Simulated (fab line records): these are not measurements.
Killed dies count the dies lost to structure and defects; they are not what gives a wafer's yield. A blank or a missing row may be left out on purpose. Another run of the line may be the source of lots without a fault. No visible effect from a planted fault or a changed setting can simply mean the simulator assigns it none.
fab line records -- flow n5-finfet
record lots=9, wafers=23, last-day=17
route steps=1938 shown BEOL_M4@1111 BEOL_M6@1229 PASSIVATION@1936
lots that met no fault: from a run of the same line without faults
start-h: start of the lot's first displayed wafer, in hours after the record's first day -- wait-h: hours elapsed since this lot's preceding step -- " unchanged from the row above -- L1.1+2: one row covering several wafers at once -- - no value, or no start given -- * or withheld: withheld -- < > ~ a bound
route shown NAME@n: names a module that has steps shown in the file, with the first one's number in the route -- usual: mean and standard deviation over wafers with no fault -- same: alike in all rows -- chamber/n: place in a boat -- sites: each site's reading -- _std_site: standard deviation of those values -- _edge_site: outer sites' mean less inner sites' -- radius-mm: how far each site lies from the wafer's centre -- mask NAME#n: copy n -- behind: tool/chamber where the wafer was last shaped -- hold: what put the lot on hold/how long, in hours/how the hold closed -- device: names the non-switching transistor (n, p or np) -- end of line: at the end of the route, the tests of the same wafers -- a step without rows: its recipe alone -- killed: dies that structure and defects cost at the first sort, which is not the same as the wafer's yield -- map: shows each die of a wafer: x if killed, . if not, _ if none is there
set.NAME: the setting that was run; set.NAME@STEP: the one run at that earlier step -- model.NAME: the simulator's own value behind a step, which no gauge read
a sample of lots followed through the steps of the route, with each step as a table and each wafer as a row
services: when a tool's chamber went out of use (start-h, in hours from the record's first day, below 0 if earlier), for how many hours, and the reason
## steps
# step N5_BEOL_M4_RC_MEAS_101
# usual DIBL_N=35.9/1.9, DIBL_P=35.8/2.4, IOFF_N=0.15/0.031, IOFF_P=0.21/0.037, ION_N=672/13, ION_P=462/8.3, SS_N=71.5/0.72, SS_P=73.2/0.67, VT_N=250/3.4, VT_P=-250/3.4
lot.wafer,tool,chamber,start-h,wait-h,DIBL_N[mV/V],DIBL_P[mV/V],IOFF_N[nA/um],IOFF_P[nA/um],ION_N[uA/um],ION_P[uA/um],SS_N[mV/dec],SS_P[mV/dec],VT_N[mV],VT_P[mV]
L471.2,prober-02,0,197.24,0.2,35.8,35.0,0.13,0.18,661,453,71.1,72.7,251,-252
L471.5,prober-02,0,197.24,0.2,37.4,36.8,0.16,0.22,669,462,72.1,73.6,252,-250
L471.6,prober-02,0,197.24,0.2,35.5,34.3,0.13,0.18,669,459,71.0,73.0,252,-251
L473.3,prober-01,0,203.42,0.3,32.6,33.3,0.12,0.16,660,455,71.3,72.5,253,-255
L475.6,prober-02,0,203.78,0.8,36.3,36.9,0.17,0.22,678,460,71.2,73.2,247,-248
L477.2,prober-02,0,220.61,0.2,37.3,35.6,0.15,0.20,661,455,72.2,73.8,252,-250
L477.4,prober-02,0,220.61,0.2,40.0,39.7,0.20,0.27,683,464,73.4,73.9,248,-249
L477.5,prober-02,0,220.61,0.2,34.2,33.6,0.11,0.18,652,455,71.5,72.0,255,-252
L478.2,prober-01,0,225.77,0.2,35.1,35.3,0.13,0.17,665,456,70.7,72.8,253,-254
L478.5,prober-01,0,225.77,0.2,33.3,33.8,0.11,0.15,658,457,70.6,73.1,255,-257
L478.6,prober-01,0,225.77,0.2,36.9,37.2,0.16,0.20,675,459,72.0,73.7,251,-251
L479.2,prober-02,0,244.59,0.2,37.5,36.0,0.17,0.22,689,475,71.7,72.8,248,-247
L479.3,prober-02,0,244.59,0.2,36.8,35.3,0.16,0.21,670,464,71.8,72.9,248,-246
L479.4,prober-02,0,244.59,0.2,39.8,39.6,0.23,0.31,699,482,72.4,73.8,243,-241
L484.1,prober-01,0,264.32,0.0,35.3,36.0,0.14,0.21,675,473,70.9,73.6,251,-248
L484.4,prober-01,0,264.32,0.0,35.6,35.1,0.14,0.19,669,460,70.4,73.2,252,-250
L484.6,prober-01,0,264.32,0.0,34.8,35.6,0.13,0.20,666,461,71.4,72.9,254,-251
L490.1,prober-01,0,310.02,0.0,38.1,39.6,0.19,0.26,677,462,72.5,74.5,246,-246
L490.3,prober-01,0,310.02,0.0,37.9,38.2,0.18,0.23,696,474,72.1,74.2,249,-248
L490.5,prober-01,0,310.02,0.0,35.8,37.0,0.15,0.20,674,464,71.2,74.0,251,-251
L489.1,prober-02,0,310.27,0.0,36.2,39.0,0.16,0.23,667,459,71.7,73.3,252,-248
L489.3,prober-02,0,310.27,0.0,37.0,39.4,0.16,0.22,662,451,71.6,73.5,249,-250
L489.4,prober-02,0,310.27,0.0,35.5,37.0,0.14,0.19,672,461,71.8,73.1,252,-250
# step N5_BEOL_M6_INSPECT_30
# recipe mode=adi, inspect-instrument=brightfield
# usual raw-defect-count=410/97
lot.wafer,tool,chamber,start-h,wait-h,raw-defect-count
L471.2,defect-inspect-02,-,215.78,0.0,472
L471.5,defect-inspect-02,-,215.78,0.0,419
L471.6,defect-inspect-02,-,215.78,0.0,554
L475.6,defect-inspect-01,-,217.75,0.0,368
L473.3,defect-inspect-02,-,221.28,0.0,286
L477.2,defect-inspect-02,-,236.71,0.0,393
L477.4,defect-inspect-02,-,236.71,0.0,434
L477.5,defect-inspect-02,-,236.71,0.0,292
L478.2,defect-inspect-02,-,243.07,0.0,395
L478.5,defect-inspect-02,-,243.07,0.0,324
L478.6,defect-inspect-02,-,243.07,0.0,245
L479.2,defect-inspect-01,-,262.15,0.0,402
L479.3,defect-inspect-01,-,262.15,0.0,413
L479.4,defect-inspect-01,-,262.15,0.0,383
L484.1,defect-inspect-02,-,282.18,0.1,344
L484.4,defect-inspect-02,-,282.18,0.1,305
L484.6,defect-inspect-02,-,282.18,0.1,321
L490.1,defect-inspect-01,-,326.72,0.1,412
L490.3,defect-inspect-01,-,326.72,0.1,535
L490.5,defect-inspect-01,-,326.72,0.1,531
L489.1,defect-inspect-02,-,326.76,0.1,459
L489.3,defect-inspect-02,-,326.76,0.1,405
L489.4,defect-inspect-02,-,326.76,0.1,402
# step N5_BEOL_M6_ETCH_72
# recipe chemistry=N2/H2, target=underlayer, target-depth-a=65, mask-material=CAR-EUV, time-s=5.2, ion-energy-ev=200, pressure-mtorr=30, source-w=840, bias-w=150, n2-flow-sccm=200, h2-flow-sccm=200, ends=cleared
# usual bias-w=150.0/0.44, chamber-pressure-mTorr=30.00/0.035, drypump-motor-current-A=5.7/0.53, etch-rf-on-time-s=5.15/0.14, oes-product-au=0.66/0.064, rf-vpp-V=523.5/3, showerhead-plenum-p-Torr=2.53/0.093, throttle-valve-pct=17.98/0.21
lot.wafer,tool,chamber,start-h,wait-h,bias-w,chamber-pressure-mTorr,drypump-motor-current-A,etch-rf-on-time-s,oes-product-au,rf-hours-counter-h,rf-vpp-V,showerhead-plenum-p-Torr,throttle-valve-pct
L471.2,rie-diel-04,1,215.84,0.0,149.9,30.00,5.8,5.12,0.73,59,523.8,2.58,18.09
L471.5,rie-diel-04,2,215.84,0.0,149.9,29.98,4.9,5.48,0.59,-,527.6,2.62,17.93
L471.6,rie-diel-04,1,215.84,0.0,149.8,30.04,5.8,5.16,0.73,-,524.0,2.58,18.10
L475.6,rie-diel-04,0,217.82,0.0,150.8,29.96,6.0,5.17,0.63,-,526.4,2.67,18.17
L473.3,rie-diel-05,3,221.35,0.0,149.8,30.04,5.4,4.88,0.65,180,523.5,2.51,17.72
L477.2,rie-diel-04,1,236.78,0.0,149.5,30.05,5.8,5.11,0.72,67,522.2,2.58,18.11
L477.4,rie-diel-04,2,236.78,0.0,149.9,29.98,4.8,5.45,0.57,226,528.3,2.62,17.92
L477.5,rie-diel-04,3,236.78,0.0,150.2,29.98,4.9,5.13,0.61,-,520.5,2.43,18.17
L478.2,rie-diel-04,2,243.13,0.0,150.0,30.02,4.9,5.52,0.58,228,526.2,2.61,17.95
L478.5,rie-diel-04,0,243.13,0.0,150.0,30.00,6.1,5.20,0.62,-,528.1,2.66,18.19
L478.6,rie-diel-04,1,243.13,0.0,150.1,30.00,5.8,5.18,0.70,-,522.5,2.57,18.10
L479.2,rie-diel-05,3,262.22,0.0,149.8,30.01,5.4,4.91,0.64,198,525.5,2.50,17.76
L479.3,rie-diel-05,0,262.22,0.0,150.9,30.03,5.8,5.31,0.60,214,522.9,2.52,18.31
L479.4,rie-diel-05,3,262.22,0.0,149.6,29.99,5.4,4.92,0.64,-,523.6,2.50,17.75
L484.1,rie-diel-04,2,282.26,0.0,150.0,30.04,4.9,5.35,0.58,242,525.6,2.61,17.96
L484.4,rie-diel-04,2,282.26,0.0,149.3,29.96,4.8,5.45,0.58,-,527.7,2.61,17.95
L484.6,rie-diel-04,1,282.26,0.0,150.2,30.04,5.8,5.10,0.70,-,524.0,2.57,18.14
L490.1,rie-diel-04,2,326.79,0.0,149.0,30.02,4.9,5.19,0.86,0,524.8,2.61,17.50
L490.3,rie-diel-04,1,326.79,0.0,150.5,29.94,5.8,5.12,0.69,101,524.7,2.56,18.16
L490.5,rie-diel-04,0,326.79,0.0,149.5,30.00,6.0,5.18,0.61,-,526.2,2.65,18.21
L489.1,rie-diel-05,2,326.83,0.0,149.6,29.97,6.5,5.12,0.64,187,524.3,2.53,17.89
L489.3,rie-diel-05,1,326.83,0.0,150.1,30.00,6.1,5.06,0.60,250,519.4,2.39,18.18
L489.4,rie-diel-05,3,326.83,0.0,150.0,30.01,5.4,4.94,0.63,221,523.8,2.49,17.78
# step N5_BEOL_M6_ETCH_66
# recipe chemistry=N2/H2, target=SOC, target-depth-a=800, overetch-a=160, mask-material=SiARC, temp-c=40, time-s=120, ion-energy-ev=200, pressure-mtorr=30, source-w=840, bias-w=150, n2-flow-sccm=200, h2-flow-sccm=200
# usual bias-w=150.0/0.41, chamber-pressure-mTorr=30.001/0.025, drypump-motor-current-A=5.7/0.53, oes-product-au=0.59/0.054, rf-vpp-V=523.5/2.6, showerhead-plenum-p-Torr=2.53/0.093, throttle-valve-pct=17.94/0.21
lot.wafer,tool,chamber,start-h,wait-h,bias-w,chamber-pressure-mTorr,drypump-motor-current-A,oes-product-au,rf-hours-counter-h,rf-vpp-V,showerhead-plenum-p-Torr,throttle-valve-pct
L471.2,rie-diel-04,1,215.89,0.0,-,-,-,-,-,-,-,-
L471.5,rie-diel-04,2,215.89,0.0,-,-,-,-,-,-,-,-
L471.6,rie-diel-04,1,215.89,0.0,-,-,-,-,-,-,-,-
L475.6,rie-diel-04,0,217.90,0.0,-,-,-,-,-,-,-,-
L473.3,rie-diel-05,3,221.39,0.0,-,-,-,-,-,-,-,-
L477.2,rie-diel-04,1,236.82,0.0,149.8,30.021,5.8,0.63,67,523.1,2.57,18.05
L477.4,rie-diel-04,2,236.82,0.0,149.5,30.000,4.9,0.54,226,525.1,2.62,17.91
L477.5,rie-diel-04,3,236.82,0.0,150.1,30.005,4.9,0.54,-,521.6,2.43,18.12
L478.2,rie-diel-04,2,243.18,0.0,149.5,30.029,4.9,0.53,228,526.5,2.61,17.90
L478.5,rie-diel-04,0,243.18,0.0,149.6,29.972,6.0,0.56,-,526.6,2.66,18.15
L478.6,rie-diel-04,1,243.18,0.0,150.1,30.012,5.8,0.64,-,525.1,2.57,18.07
L479.2,rie-diel-05,3,262.27,0.0,149.9,29.959,5.4,0.56,198,524.2,2.50,17.70
L479.3,rie-diel-05,0,262.27,0.0,150.1,29.962,5.8,0.55,214,523.1,2.52,18.28
L479.4,rie-diel-05,3,262.27,0.0,149.3,29.997,5.4,0.56,-,523.6,2.50,17.71
L484.1,rie-diel-04,2,282.33,0.0,149.9,30.015,4.9,0.53,242,526.2,2.61,17.91
L484.4,rie-diel-04,2,282.33,0.0,150.0,30.025,4.9,0.53,-,524.9,2.61,17.92
L484.6,rie-diel-04,1,282.33,0.0,150.5,30.013,5.8,0.63,-,525.4,2.57,18.08
L490.1,rie-diel-04,2,326.83,0.0,149.9,30.033,4.8,0.77,0,526.5,2.61,17.47
L490.3,rie-diel-04,1,326.83,0.0,150.8,30.009,5.8,0.61,101,524.9,2.56,18.10
L490.5,rie-diel-04,0,326.83,0.0,150.2,30.027,6.0,0.54,-,525.2,2.65,18.20
L489.1,rie-diel-05,2,326.88,0.0,150.3,29.996,6.5,0.57,187,522.2,2.53,17.85
L489.3,rie-diel-05,1,326.88,0.0,150.5,29.973,6.1,0.53,250,520.2,2.39,18.17
L489.4,rie-diel-05,3,326.88,0.0,149.9,29.993,5.4,0.54,222,523.5,2.49,17.74
# step N5_BEOL_M6_VIA_ETCH_34
# recipe chemistry=C4F6/O2, target=SiCOH_lowk, target-depth-a=1263, mask-material=SOC, taper-deg=4, time-s=50.9, ion-energy-ev=250, pressure-mtorr=30, source-w=345, bias-w=185, Ar_flow_sccm=300, C4F6_flow_sccm=10, O2_flow_sccm=10
# usual C4F6_flow_sccm=10.001/0.029, O2_flow_sccm=9.99/0.03, drypump-motor-current-A=5.7/0.53, mfc-ar-sccm=300.0/0.98, oes-product-au=0.77/0.074, rf-vpp-V=664/16, showerhead-plenum-p-Torr=2.83/0.1, throttle-valve-pct=21.01/0.2
lot.wafer,tool,chamber,start-h,wait-h,C4F6_flow_sccm,O2_flow_sccm,drypump-motor-current-A,mfc-ar-sccm,oes-product-au,rf-hours-counter-h,rf-vpp-V,showerhead-plenum-p-Torr,throttle-valve-pct
L471.2,rie-diel-04,1,215.99,0.0,9.968,9.95,5.8,300.3,0.33,59,639,2.90,21.06
L471.5,rie-diel-04,2,215.99,0.0,10.034,10.00,4.9,301.0,0.27,-,681,2.94,20.87
L471.6,rie-diel-04,1,215.99,0.0,9.899,9.97,5.8,300.3,0.32,-,639,2.90,21.06
L475.6,rie-diel-04,0,217.98,0.0,9.973,9.97,6.0,301.3,0.28,-,658,2.97,20.89
L473.3,rie-diel-05,3,221.49,0.0,9.980,10.00,5.4,299.4,0.28,180,675,2.84,20.80
L477.2,rie-diel-04,1,236.92,0.0,9.970,9.94,5.8,301.1,0.83,67,639,2.90,21.22
L477.4,rie-diel-04,2,236.92,0.0,9.990,10.03,4.9,299.5,0.68,226,680,2.93,21.03
L477.5,rie-diel-04,3,236.92,0.0,9.957,9.97,4.9,302.3,0.71,-,667,2.73,21.23
L478.2,rie-diel-04,2,243.28,0.0,9.954,10.01,4.9,297.2,0.68,228,680,2.93,21.04
L478.5,rie-diel-04,0,243.28,0.0,9.964,10.02,6.0,299.8,0.73,-,656,2.96,21.06
L478.6,rie-diel-04,1,243.28,0.0,10.072,10.00,5.8,300.2,0.82,-,640,2.90,21.23
L479.2,rie-diel-05,3,262.37,0.0,9.959,9.94,5.4,299.3,0.74,198,675,2.83,21.00
L479.3,rie-diel-05,0,262.37,0.0,10.008,10.00,5.7,298.9,0.71,214,674,2.80,21.17
L479.4,rie-diel-05,3,262.37,0.0,9.998,9.98,5.4,299.4,0.75,-,677,2.83,21.01
L484.1,rie-diel-04,2,282.48,0.0,10.011,9.98,4.8,300.5,0.68,242,678,2.93,21.06
L484.4,rie-diel-04,2,282.48,0.0,10.031,9.93,4.8,299.4,0.68,-,681,2.93,21.05
L484.6,rie-diel-04,1,282.48,0.0,10.014,9.97,5.8,300.8,0.81,-,639,2.89,21.24
L490.1,rie-diel-04,2,326.93,0.0,9.957,10.01,4.9,299.6,1.02,0,681,2.92,20.67
L490.3,rie-diel-04,1,326.93,0.0,10.014,10.02,5.8,298.3,0.81,101,638,2.88,21.26
L490.5,rie-diel-04,0,326.93,0.0,9.992,10.03,6.1,301.3,0.71,-,657,2.95,21.12
L489.1,rie-diel-05,2,326.98,0.0,10.015,10.02,6.5,302.4,0.75,187,690,2.81,20.79
L489.3,rie-diel-05,1,326.98,0.0,10.021,9.98,6.1,300.8,0.70,250,642,2.66,21.12
L489.4,rie-diel-05,3,326.98,0.0,9.994,9.94,5.4,298.7,0.73,222,676,2.82,21.03
# step N5_BEOL_M6_CURE_75
# recipe temp-c=370, time-s=120, ambient=DMADMS/He, material=SiCOH_lowk
# usual lamp-power-pct=52.31/0.057, wafer_temp_C_max=372.1/0.86
lot.wafer,tool,chamber,start-h,wait-h,lamp-power-pct,wafer_temp_C_max
L471.2,uv-cure-03,0,216.59,0.2,52.41,370.8
L471.5,uv-cure-03,0,216.59,0.2,52.18,371.2
L471.6,uv-cure-03,0,216.59,0.2,52.27,371.3
L475.6,uv-cure-01,1,218.65,0.3,52.29,373.2
L473.3,uv-cure-01,1,222.21,0.2,52.27,373.2
L477.2,uv-cure-02,1,237.53,0.2,52.28,372.6
L477.4,uv-cure-02,1,237.53,0.2,52.37,371.7
L477.5,uv-cure-02,1,237.53,0.2,52.33,372.2
L478.2,uv-cure-01,2,243.94,0.3,52.20,371.4
L478.5,uv-cure-01,2,243.94,0.3,52.31,371.4
L478.6,uv-cure-01,2,243.94,0.3,52.30,371.7
L479.2,uv-cure-03,2,262.91,0.1,52.32,370.9
L479.3,uv-cure-03,2,262.91,0.1,52.34,371.2
L479.4,uv-cure-03,2,262.91,0.1,52.27,371.1
L484.1,uv-cure-01,1,283.03,0.0,52.29,373.2
L484.4,uv-cure-01,1,283.03,0.0,52.30,373.5
L484.6,uv-cure-01,1,283.03,0.0,52.42,374.6
L490.1,uv-cure-02,2,327.38,0.0,52.30,371.8
L490.3,uv-cure-02,2,327.38,0.0,52.18,371.3
L490.5,uv-cure-02,2,327.38,0.0,52.32,371.5
L489.1,uv-cure-03,1,327.60,0.2,52.24,373.3
L489.3,uv-cure-03,1,327.60,0.2,52.35,372.6
L489.4,uv-cure-03,1,327.60,0.2,52.34,372.8
# step N5_PASSIVATION_PROBE_49
# usual defect-limited-yield=91.6/1.2, killed_at_M0_to_M3=33/9.4, killed_at_M4_up=13/5.2, killed-at-contacts=13/5.6, killed-at-front-end=37/9.5, killed-at-other=4/3.1, killed-dies=99/15, killed-on-rim=13/3.6, killed-open=65/11, killed-short=32/7.5, sort_bin_5_function=4.9/0.77, sort_bin_6_memory=3.1/0.65, sort-n-pass=1081/15, sort-yield-pct=91.6/1.2
# same gross-dies=1180, killed-at-back-side=0, sort_bin_4_leakage[%]=0, sort_bin_8_speed[%]=0
lot.wafer,tool,chamber,start-h,wait-h,defect-limited-yield[%],killed_at_M0_to_M3,killed_at_M4_up,killed-at-contacts,killed-at-front-end,killed-at-other,killed-dies,killed-on-rim,killed-open,killed-short,sort_bin_5_function[%],sort_bin_6_memory[%],sort-n-pass,sort-yield-pct[%]
L473.3,prober-01,-,316.26,0.1,0,24,1091,26,38,1,1180,152,69,24,97.1,2.5,0,0
L471.2,prober-02,-,317.64,0.1,0,26,1104,12,35,3,1180,152,64,26,96.6,3.2,0,0
L471.5,prober-02,-,317.79,0.2,0,18,1114,14,30,4,1180,152,41,30,97.5,2.1,0,0
L471.6,prober-02,-,317.84,0.3,0,21,1085,22,48,4,1180,152,77,30,96.7,3.2,0,0
L475.6,prober-02,-,324.04,0.3,0,26,1093,14,37,10,1180,152,70,35,96.7,3.0,0,0
L478.2,prober-01,-,339.81,0.1,93.7,16,11,8,33,6,74,7,51,21,3.7,2.2,1106,93.7
L478.5,prober-01,-,339.96,0.2,93.1,25,15,15,26,1,82,14,49,32,4.0,2.6,1098,93.1
L478.6,prober-01,-,340.01,0.3,93.1,16,11,4,41,10,82,7,53,27,4.2,2.5,1098,93.1
# killed by level:class
L473.3 BEOL_M6:area-etch=1084 MOL_CONTACT_COAG:geometric-particle:open=23 BEOL_M2:geometric-particle:open=7 FIN_SAQP:geometric-particle:open=6 FIN_SAQP:geometric-particle:short=6 BEOL_M0_SAQP:geometric-particle:short=6 BEOL_M0_SAQP:geometric-particle:open=6 DUMMY_GATE:geometric-particle:open=5
L471.2 BEOL_M6:area-etch=1090 MOL_CONTACT_COAG:geometric-particle:open=10 DUMMY_GATE:geometric-particle:open=9 BEOL_M3:geometric-particle:open=7 BEOL_M4:geometric-particle:open=7 BEOL_M0_SAQP:geometric-particle:short=6 FIN_SAQP:geometric-particle:short=4 FIN_SAQP:geometric-particle:open=4
L471.5 BEOL_M6:area-etch=1109 FIN_SAQP:geometric-particle:short=10 MOL_CONTACT_COAG:geometric-particle:open=8 MOL_CONTACT_COAG:geometric-particle:short=6 BEOL_M1:geometric-particle:open=6 FIN_SAQP:geometric-particle:open=5 STARTING-WAFER:geometric-particle:open=4 BEOL_M0:geometric-particle:open=3
L471.6 BEOL_M6:area-etch=1072 STI_FIN_REVEAL:geometric-particle:open=17 MOL_CONTACT_COAG:geometric-particle:open=17 FIN_SAQP:geometric-particle:open=8 BEOL_M3:geometric-particle:open=8 FIN_SAQP:geometric-particle:short=6 BEOL_M4:geometric-particle:open=6 MOL_CONTACT_COAG:geometric-particle:short=5
L475.6 BEOL_M6:area-etch=1075 MOL_CONTACT_COAG:geometric-particle:open=13 FIN_SAQP:geometric-particle:short=8 FIN_SAQP:geometric-particle:open=8 BEOL_M4:geometric-particle:open=8 BEOL_M2:geometric-particle:open=8 PASS1_CAP:geometric-particle:open=6 BEOL_M1:geometric-particle:short=6
L478.2 MOL_CONTACT_COAG:geometric-particle:open=8 FIN_SAQP:geometric-particle:open=7 STI_FIN_REVEAL:geometric-particle:open=6 BEOL_M0_SAQP:geometric-particle:short=5 BEOL_M4:geometric-particle:open=5 BEOL_M0_SAQP:geometric-particle:open=4 BEOL_M3:geometric-particle:open=4 BEOL_M6:geometric-particle:open=4
L478.5 MOL_CONTACT_COAG:geometric-particle:open=10 BEOL_M0_SAQP:geometric-particle:short=10 GATE_CUT:geometric-particle:short=7 DUMMY_GATE:geometric-particle:open=6 BEOL_M0_SAQP:geometric-particle:open=6 MOL_CONTACT_COAG:geometric-particle:short=5 BEOL_M4:geometric-particle:open=4 FIN_SAQP:geometric-particle:open=3
L478.6 STI_FIN_REVEAL:geometric-particle:open=9 BEOL_M0_SAQP:geometric-particle:open=7 FIN_SAQP:geometric-particle:open=6 FIN_SAQP:geometric-particle:short=6 BEOL_M4:geometric-particle:open=6 PAD_METAL:geometric-particle:open=5 MOL_CONTACT_COAG:geometric-particle:open=4 STARTING-WAFER:geometric-particle:short=4
## services
tool,chamber,start-h,hours,kind
uv-cure-02,-,201.50,1.0,pm
rie-diel-05,-,219.24,0.6,repair
uv-cure-02,-,221.68,7.5,pm
uv-cure-01,-,233.12,2.1,pm
uv-cure-02,-,242.01,0.8,repair
rie-diel-05,1,249.20,16.5,repair
rie-diel-04,3,277.18,5.2,repair
uv-cure-02,-,289.93,16.1,repair
rie-diel-04,2,310.68,-,clean
rie-diel-04,2,310.68,-,consumable-replace:focus-ring
uv-cure-01,-,326.29,0.4,repair
## key
first-sign step=N5_BEOL_M6_ETCH_66, reading=tool-record, direction=missing
effect step=N5_BEOL_M6_VIA_ETCH_34, reading=oes-product-au, direction=down, sigmas=6.4, usual=0.77, struck=0.29
effect step=N5_PASSIVATION_PROBE_49, reading=killed_at_M4_up, direction=up, sigmas=99+, usual=13, struck=1097
more-kills-born-at N5_BEOL_M6_ETCH_66@rie-diel-04=4346, N5_BEOL_M6_ETCH_66@rie-diel-05=1084
met-at N5_BEOL_M6_ETCH_66
struck-lots L471,L473,L475
later-rows-left-out L471.2,L471.5,L471.6,L473.3,L475.6
not-acting-at N5_BEOL_M6_INSPECT_30,N5_BEOL_M6_ETCH_72,N5_BEOL_M6_CURE_75
fault kind=skipped-step-whole, tool=rie-diel-04,rie-diel-05, chamber=-, onset-h=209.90, steps=N5_BEOL_M6_ETCH_66, scope=struck-lots-only
# later-rows-left-out: the simulator's readings of these wafers behind a module that went badly wrong aren't trusted and aren't shown, but for the sort
